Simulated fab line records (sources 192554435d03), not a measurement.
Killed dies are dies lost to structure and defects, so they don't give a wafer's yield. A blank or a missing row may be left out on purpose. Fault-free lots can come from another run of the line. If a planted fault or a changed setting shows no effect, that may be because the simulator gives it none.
Matching of chambers :: flow n5 finfet :: rie diel-05 running N5_BEOL_M0_CUTY_ETCH_63: 4 sister chambers
The step etches SOC in N2/H2, target depth 82.7 nm, overetch 16.5 nm, time 124 s. 16 wafers are shown with their chamber, then 8 later ones without.

EACH WAFER AND ITS CHAMBER
wafer: L075.3
chamber: 2
showerhead plenum p Torr (Torr): 2.58
oes product au (a.u.): 0.65
throttle valve pct (%): 17.98

wafer: L075.4
chamber: 2
showerhead plenum p Torr (Torr): 2.58
oes product au (a.u.): 0.65
throttle valve pct (%): 17.99

wafer: L075.6
chamber: 0
showerhead plenum p Torr (Torr): 2.43
oes product au (a.u.): 0.60
throttle valve pct (%): 17.82

wafer: L079.2
chamber: 3
showerhead plenum p Torr (Torr): 2.52
oes product au (a.u.): 0.59
throttle valve pct (%): 18.04

wafer: L079.3
chamber: 1
showerhead plenum p Torr (Torr): 2.63
oes product au (a.u.): 0.78
throttle valve pct (%): 18.12

wafer: L079.6
chamber: 0
showerhead plenum p Torr (Torr): 2.43
oes product au (a.u.): 0.60
throttle valve pct (%): 17.81

wafer: L083.1
chamber: 3
showerhead plenum p Torr (Torr): 2.52
oes product au (a.u.): 0.59
throttle valve pct (%): 18.06

wafer: L083.2
chamber: 2
showerhead plenum p Torr (Torr): 2.58
oes product au (a.u.): 0.63
throttle valve pct (%): 18.04

wafer: L083.4
chamber: 1
showerhead plenum p Torr (Torr): 2.63
oes product au (a.u.): 0.75
throttle valve pct (%): 18.12

wafer: L084.2
chamber: 3
showerhead plenum p Torr (Torr): 2.52
oes product au (a.u.): 0.59
throttle valve pct (%): 18.07

wafer: L084.3
chamber: 0
showerhead plenum p Torr (Torr): 2.43
oes product au (a.u.): 0.59
throttle valve pct (%): 17.87

wafer: L084.6
chamber: 3
showerhead plenum p Torr (Torr): 2.52
oes product au (a.u.): 0.59
throttle valve pct (%): 18.04

wafer: L087.3
chamber: 1
showerhead plenum p Torr (Torr): 2.62
oes product au (a.u.): 0.74
throttle valve pct (%): 18.13

wafer: L087.5
chamber: 3
showerhead plenum p Torr (Torr): 2.51
oes product au (a.u.): 0.58
throttle valve pct (%): 18.08

wafer: L087.6
chamber: 2
showerhead plenum p Torr (Torr): 2.57
oes product au (a.u.): 0.63
throttle valve pct (%): 18.03

wafer: L085.1
chamber: 1
showerhead plenum p Torr (Torr): 2.62
oes product au (a.u.): 0.73
throttle valve pct (%): 18.14

SIGNATURES, as means of the wafers listed above
reading: showerhead plenum p Torr
chamber 0: 2.4300
chamber 1: 2.6250
chamber 2: 2.5775
chamber 3: 2.5180
scatter within a chamber: 0.00461

reading: oes product au
chamber 0: 0.5967
chamber 1: 0.7500
chamber 2: 0.6400
chamber 3: 0.5880
scatter within a chamber: 0.0127

reading: throttle valve pct
chamber 0: 17.8333
chamber 1: 18.1275
chamber 2: 18.0100
chamber 3: 18.0580
scatter within a chamber: 0.0228
Rule: a wafer lies at a distance from a chamber equal to the root of the sum of squares, over the readings, of (its reading less the chamber's mean, divided by the reading's scatter). The wafer belongs to the nearest chamber; if the next one is less than 2 further off, it can't be placed. The scatter: take each reading less its chamber's mean, square it, sum over the shown wafers, divide by the number of wafers less the number of chambers, and take the root.

WAFERS WITHOUT THEIR CHAMBER
wafer: L085.3
showerhead plenum p Torr (Torr): 2.42
oes product au (a.u.): 0.58
throttle valve pct (%): 17.86

wafer: L085.4
showerhead plenum p Torr (Torr): 2.51
oes product au (a.u.): 0.58
throttle valve pct (%): 18.07

wafer: L089.3
showerhead plenum p Torr (Torr): 2.62
oes product au (a.u.): 0.73
throttle valve pct (%): 18.17

wafer: L089.4
showerhead plenum p Torr (Torr): 2.62
oes product au (a.u.): 0.73
throttle valve pct (%): 18.16

wafer: L089.6
showerhead plenum p Torr (Torr): 2.42
oes product au (a.u.): 0.57
throttle valve pct (%): 17.90

wafer: L090.2
showerhead plenum p Torr (Torr): 2.51
oes product au (a.u.): 0.59
throttle valve pct (%): 18.07

wafer: L090.4
showerhead plenum p Torr (Torr): 2.42
oes product au (a.u.): 0.57
throttle valve pct (%): 17.87

wafer: L090.5
showerhead plenum p Torr (Torr): 2.57
oes product au (a.u.): 0.62
throttle valve pct (%): 18.06

EACH ONE'S CHAMBER
wafer: L085.3
from the rows above: 0
in truth: 0

wafer: L085.4
from the rows above: 3
in truth: 3

wafer: L089.3
from the rows above: 1
in truth: 1

wafer: L089.4
from the rows above: 1
in truth: 1

wafer: L089.6
from the rows above: 0
in truth: 0

wafer: L090.2
from the rows above: 3
in truth: 3

wafer: L090.4
from the rows above: 0
in truth: 0

wafer: L090.5
from the rows above: 2
in truth: 2
Correctly placed: 8 of 8. Not placeable from these rows: 0. Number placed wrongly: 0.
